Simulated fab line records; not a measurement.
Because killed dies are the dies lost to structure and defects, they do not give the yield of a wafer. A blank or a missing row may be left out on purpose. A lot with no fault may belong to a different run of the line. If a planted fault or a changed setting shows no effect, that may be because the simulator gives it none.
fab line records    flow nandHarc    part 2 of 2: steps 22 to 33 of 33
record: lots: 5  wafers: 15  lastDay: 33
route steps=1302 shown A_CHANNEL_HOLE_D2@600 A_CHANNEL_FILL_D2@610
lots with no fault: from the same line, run without faults
startH: the number of hours between the record's first day and the start of the first shown wafer of the lot    waitH: how many hours have passed since the lot's step before this one    " identical to the entry in the row above    L1.1+2: one row covering several wafers at once    - no value present, or no start provided    * or withheld: withheld    < > ~ a bound
route shown NAME@n: names a module that has steps shown in the file, with the first one's number in the route    usual: mean and standard deviation over wafers with no fault    same: alike in all rows    chamber/n: place in a boat    sites: readings site by site    _std_site: the standard deviation of these    _edge_site: mean of outer sites minus mean of inner sites    radiusMm: for every site, how far away it sits from the centre of the wafer    mask NAME#n: copy n    behind: tool/chamber where the wafer was last shaped    hold: cause of the lot's hold/its duration in hours/its outcome    device: the transistor (n, p or np) that didn't switch    end of line: the same wafers' tests at the end of the route    step lacking rows: just its recipe    killed: not the wafer's yield, but the dies lost to structure and defects at the first sort    map: a wafer's dies, marking killed ones x, the rest . and places with no die _
set.NAME: the setting as run; set.NAME@STEP: as run at that earlier step    model.NAME: the simulator's own value behind a step, which no gauge read
lots at some steps of the route; a table a step, a row a wafer
services: from which hour (startH, from the record's first day; less than 0 if before it) a tool's chamber was out of use, for how many hours, and why
== steps ==
step: NHARC_A_CHANNEL_FILL_D2_STRIP_28
recipe: timeS: 20  o2FlowSccm: 500  arFlowSccm: 0  biasW: 0  chemistry: O2
usual: drypumpMotorCurrentA: 5.7/0.49  oesProductAu: 1.000/0.0075  rfVppV: 57.7/0.86  showerheadPlenumPTorr: 3.50/0.13  throttleValvePct: 17.036/0.0097
same: timeS: 20
lot.wafer  tool        chamber  startH  waitH  drypumpMotorCurrentA  oesProductAu  rfHoursCounterH  rfVppV  showerheadPlenumPTorr  throttleValvePct
L077.4     rieDiel-12  2        346.01  0.1    5.2                   0.997         15               56.9    3.51                   17.025
L077.3     "           0        "       "      5.8                   0.999         13               58.9    3.59                   17.041
L077.6     "           1        "       "      6.2                   0.998         -                57.6    3.56                   17.047
L079.4     rieDiel-12  2        365.72  0.1    5.2                   0.999         18               58.4    3.50                   17.038
L079.1     "           3        "       "      5.8                   1.010         17               57.1    3.31                   17.037
L079.6     "           2        "       "      5.2                   1.007         -                58.3    3.50                   17.035
L082.3     rieDiel-11  1        430.97  0.1    5.4                   0.999         6                58.0    3.35                   17.032
L082.2     "           2        "       "      6.3                   0.999         5                58.7    3.64                   17.031
L082.6     "           1        "       "      5.4                   1.002         -                57.3    3.35                   17.051
L084.2     rieDiel-12  2        437.57  0.1    5.2                   0.991         32               58.3    3.50                   17.037
L084.5     "           3        "       "      5.8                   1.007         -                58.2    3.31                   17.040
L084.6     "           0        "       "      5.8                   0.993         -                57.5    3.58                   17.050
L093.4     rieDiel-06  2        542.74  0.1    5.4                   0.994         2                57.0    3.66                   17.035
L093.5     "           0        "       "      5.4                   1.003         -                57.9    3.40                   17.033
L093.6     "           1        "       "      5.8                   0.995         -                56.5    3.31                   17.024
step: NHARC_A_CHANNEL_FILL_D2_PRECLEAN_21
recipe: timeS: 30  chemistry: dHF
same: timeS: 30
lot.wafer   tool         chamber  startH  waitH
L077.3+4+6  wetBench-07  6,7,1    346.11  -
L079.4+6+1  wetBench-02  3,4,6    365.82  -
L082.3+6+2  wetBench-03  6,7,0    431.07  -
L084.5+6+2  wetBench-03  1,2,6    437.66  -
L093.5+6+4  wetBench-07  0,3,4    542.83  -
step: NHARC_A_CHANNEL_FILL_D2_SRD_23
lot.wafer   tool         chamber  startH  waitH
L077.3+4+6  wetBench-07  6,7,1    346.16  0.0
L079.4+6+1  wetBench-02  3,4,6    365.84  0.0
L082.3+6+2  wetBench-03  6,7,0    431.10  0.0
L084.5+6+2  wetBench-03  1,2,6    437.69  0.0
L093.5+6+4  wetBench-07  0,3,4    542.89  0.0
step: NHARC_A_CHANNEL_FILL_D2_CVD_05
recipe: targetThkA: 50  tempC: 550  material: poly-Si
usual: zonePowerTopPct: 16.4/1.2
lot.wafer  tool          chamber  startH  waitH  zonePowerTopPct
L077.3     lpcvdPoly-04  0        348.52  2.4    16.6
L077.4     "             0        "       "      16.7
L077.6     "             0        "       "      16.7
L079.1     lpcvdPoly-04  0        368.27  2.4    16.6
L079.4     "             0        "       "      16.4
L079.6     "             0        "       "      16.5
L082.2     lpcvdPoly-02  0        433.37  2.3    14.4
L082.3     "             0        "       "      14.2
L082.6     "             0        "       "      14.2
L084.2     lpcvdPoly-01  0        440.03  2.3    17.5
L084.5     "             0        "       "      17.6
L084.6     "             0        "       "      17.8
L093.4     lpcvdPoly-01  0        545.21  2.3    17.6
L093.5     "             0        "       "      17.5
L093.6     "             0        "       "      17.4
step: NHARC_A_CHANNEL_FILL_D2_ANNEAL_22
recipe: tempC: 620  timeS: 7200
usual: zonePowerTopPct: 20.1/1.6
same: timeS: 7200
lot.wafer  tool        chamber  startH  waitH  zonePowerTopPct
L077.3     furnace-07  0        353.83  3.5    20.4
L077.4     "           0        "       "      20.1
L077.6     "           0        "       "      19.8
L079.1     furnace-05  0        375.18  5.1    18.3
L079.4     "           0        "       "      18.2
L079.6     "           0        "       "      18.2
L082.2     furnace-04  0        438.61  3.4    22.2
L082.3     "           0        "       "      22.3
L082.6     "           0        "       "      22.4
L084.2     furnace-04  0        445.31  3.4    22.5
L084.5     "           0        "       "      22.1
L084.6     "           0        "       "      22.3
L093.4     furnace-05  0        550.12  3.1    18.7
L093.5     "           0        "       "      18.2
L093.6     "           0        "       "      18.6
step: NHARC_A_CHANNEL_FILL_D2_ALD_25
recipe: targetThkA: 600  pulseTimeS: 10  aldCycles: 600  tempC: 300  material: SiOx
usual: heaterPowerW: 462/47  precursorPulseHeightRel: 0.999/0.022
lot.wafer  tool      chamber  startH  waitH  heaterPowerW  precursorPulseHeightRel
L077.3     aldHk-01  2        357.90  0.1    450           0.991
L077.4     "         3        "       "      511           0.998
L077.6     "         2        360.38  2.5    466           0.987
L079.4     aldHk-02  3        379.26  0.0    386           1.000
L079.1     "         2        381.11  1.9    441           0.978
L079.6     "         3        "       "      392           1.013
L082.3     aldHk-04  1        443.50  0.9    405           0.970
L082.2     "         3        444.73  2.1    542           0.967
L082.6     "         1        445.96  3.4    403           1.026
L084.2     aldHk-02  3        449.98  0.7    383           0.970
L084.5     "         2        451.80  2.5    440           0.978
L084.6     "         3        "       "      387           0.987
L093.4     aldHk-01  3        555.55  1.4    536           0.988
L093.5     "         2        557.41  3.3    463           1.016
L093.6     "         3        "       "      541           0.988
step: NHARC_A_CHANNEL_FILL_D2_ETCHBACK_08
recipe: targetDepthA: 2200  timeS: 110  c4f8FlowSccm: 20  arFlowSccm: withheld  rfW: 600  biasW: 300  chemistry: C4F8
usual: oesProductAu: 0.96/0.035  rfVppV: 440.4/2.6
same: timeS: 110
lot.wafer  tool        chamber  startH  waitH  oesProductAu  rfHoursCounterH  rfVppV
L077.4     rieDiel-11  0        -       -      0.93          3                440.7
L077.3     "           1        "       "      0.91          4                437.8
L077.6     "           3        "       "      0.92          -                443.6
L079.1     rieDiel-06  1        -       -      0.99          2                436.7
L079.4     "           0        "       "      0.98          2                440.2
L079.6     "           2        "       "      0.99          -                443.7
L082.2     rieDiel-11  1        -       -      1.00          0                437.5
L082.3     "           3        "       "      1.00          0                443.3
L082.6     "           1        "       "      1.00          -                437.8
L084.2     rieDiel-11  1        -       -      0.99          0                435.7
L084.5     "           3        "       "      1.00          -                443.1
L084.6     "           0        "       "      0.99          -                438.6
L093.4     rieDiel-12  2        -       -      0.99          16               441.0
L093.5     "           3        "       "      1.01          -                437.2
L093.6     "           0        "       "      1.00          -                441.9
step: NHARC_A_CHANNEL_FILL_D2_STRIP_29
recipe: timeS: 20  o2FlowSccm: 500  arFlowSccm: 0  biasW: 0  chemistry: O2
usual: drypumpMotorCurrentA: 5.7/0.48  oesProductAu: 0.999/0.0072  rfVppV: 57.6/0.9  showerheadPlenumPTorr: 3.50/0.14  throttleValvePct: 17.036/0.0092
same: timeS: 20
lot.wafer  tool        chamber  startH  waitH  drypumpMotorCurrentA  oesProductAu  rfHoursCounterH  rfVppV  showerheadPlenumPTorr  throttleValvePct
L077.4     rieDiel-11  1        -       -      5.4                   1.000         4                56.6    3.35                   17.047
L077.3     "           2        "       "      6.3                   1.013         4                58.1    3.65                   17.055
L077.6     "           2        "       "      6.3                   1.005         -                58.6    3.65                   17.039
L079.4     rieDiel-06  0        -       -      5.4                   0.991         2                56.6    3.40                   17.039
L079.1     "           1        "       "      5.8                   0.997         2                57.8    3.31                   17.028
L079.6     "           1        "       "      5.8                   0.992         -                56.6    3.31                   17.049
L082.3     rieDiel-11  0        -       -      6.6                   0.994         0                58.0    3.47                   17.034
L082.2     "           2        "       "      6.3                   1.001         0                57.2    3.64                   17.047
L082.6     "           0        "       "      6.7                   0.991         -                57.4    3.47                   17.039
L084.2     rieDiel-11  0        -       -      6.6                   1.013         0                57.3    3.47                   17.027
L084.5     "           0        "       "      6.7                   1.002         -                56.9    3.47                   17.043
L084.6     "           1        "       "      5.4                   0.998         -                57.4    3.35                   17.036
L093.4     rieDiel-12  1        -       -      6.3                   1.003         20               58.1    3.54                   17.036
L093.5     "           0        "       "      5.8                   0.995         -                58.1    3.57                   17.049
L093.6     "           1        "       "      6.3                   1.005         -                59.2    3.54                   17.057
step: NHARC_A_CHANNEL_FILL_D2_PRECLEAN_30
recipe: timeS: 30  chemistry: dHF
same: timeS: 30
lot.wafer   tool         chamber  startH  waitH
L077.4+6+3  wetBench-03  7,2,3    363.72  -
L079.1+4+6  wetBench-03  7,1,2    385.06  -
L082.2+6+3  wetBench-02  6,7,0    448.69  -
L084.2+6+5  wetBench-07  3,4,5    455.11  -
L093.4+5+6  wetBench-03  1,2,4    560.76  -
step: NHARC_A_CHANNEL_FILL_D2_SRD_31
lot.wafer   tool         chamber  startH  waitH
L077.4+6+3  wetBench-03  7,2,3    363.75  0.0
L079.1+4+6  wetBench-03  7,1,2    385.09  0.0
L082.2+6+3  wetBench-02  6,7,0    448.70  0.0
L084.2+6+5  wetBench-07  3,4,5    455.13  0.0
L093.4+5+6  wetBench-03  1,2,4    560.81  0.0
step: NHARC_A_CHANNEL_FILL_D2_CVD_09
recipe: targetThkA: 1500  tempC: 620  pressureMtorr: 200  timeS: 3000  material: poly-Si
usual: zonePowerTopPct: 17.8/1.7
same: timeS: 3000
lot.wafer  tool          chamber  startH  waitH  zonePowerTopPct
L077.3     lpcvdPoly-02  0        366.03  2.3    16.9
L077.4     "             0        "       "      16.6
L077.6     "             0        "       "      16.8
L079.1     lpcvdPoly-02  0        387.36  2.3    17.2
L079.4     "             0        "       "      16.9
L079.6     "             0        "       "      16.8
L082.2     lpcvdPoly-02  0        450.98  2.3    16.6
L082.3     "             0        "       "      16.7
L082.6     "             0        "       "      16.8
L084.2     lpcvdPoly-01  0        457.48  2.3    20.9
L084.5     "             0        "       "      20.5
L084.6     "             0        "       "      20.2
L093.4     lpcvdPoly-02  0        562.38  1.6    16.8
L093.5     "             0        "       "      16.9
L093.6     "             0        "       "      16.9
step: NHARC_A_CHANNEL_FILL_D2_CMP_10
recipe: targetThkNm: 150
usual: motorCurrentA: 12.6/1.4  timeToEndpointS: 15.6/1.8
lot.wafer  tool    chamber  startH  waitH  motorCurrentA  timeToEndpointS
L077.4     cmp-04  3        369.18  0.4    14.6           17.8
L077.3     "       0        "       "      15.3           17.0
L077.6     "       2        "       "      13.1           15.4
L079.1     cmp-02  0        390.63  0.5    10.6           13.9
L079.4     "       2        "       "      12.3           14.5
L079.6     "       0        "       "      11.0           12.2
L082.3     cmp-04  3        454.17  0.4    13.0           16.5
L082.2     "       1        "       "      12.8           16.8
L082.6     "       0        "       "      15.4           16.5
L084.2     cmp-02  1        460.65  0.4    11.7           12.9
L084.6     "       1        "       "      11.9           15.1
L084.5     "       2        "       "      12.9           13.1
L093.4     cmp-01  1        565.69  0.5    14.8           14.5
L093.5     "       1        "       "      14.8           15.2
L093.6     "       2        "       "      11.6           17.8
== services ==
tool         chamber  startH  hours  kind
wetBench-03  -        305.80  4.2    repair
rieDiel-12   3        310.43  8.1    repair
wetBench-02  -        311.04  0.7    repair
wetBench-07  -        336.00  8.0    pm
rieDiel-02   3        344.89  11.9   repair
aldHk-02     -        353.65  10.0   pm
rieDiel-12   1        362.74  2.4    repair
rieDiel-02   1        379.89  5.8    repair
wetBench-03  -        386.40  8.0    pm
rieDiel-02   -        393.70  9.0    pm
wetBench-02  -        410.24  1.8    repair
wetBench-02  -        420.00  8.0    pm
rieDiel-11   -        432.50  9.0    pm
rieDiel-12   -        445.44  9.0    pm
rieDiel-11   2        497.35  5.1    repair
wetBench-07  -        512.00  8.0    pm
rieDiel-02   3        513.95  4.3    repair
rieDiel-02   1        517.87  12.6   repair
rieDiel-11   -        526.21  0.5    repair
rieDiel-12   2        531.48  8.4    repair
aldHk-02     -        531.65  10.0   pm
wetBench-07  -        555.52  1.7    repair
rieDiel-02   0        561.63  13.2   repair
wetBench-03  -        562.40  8.0    pm
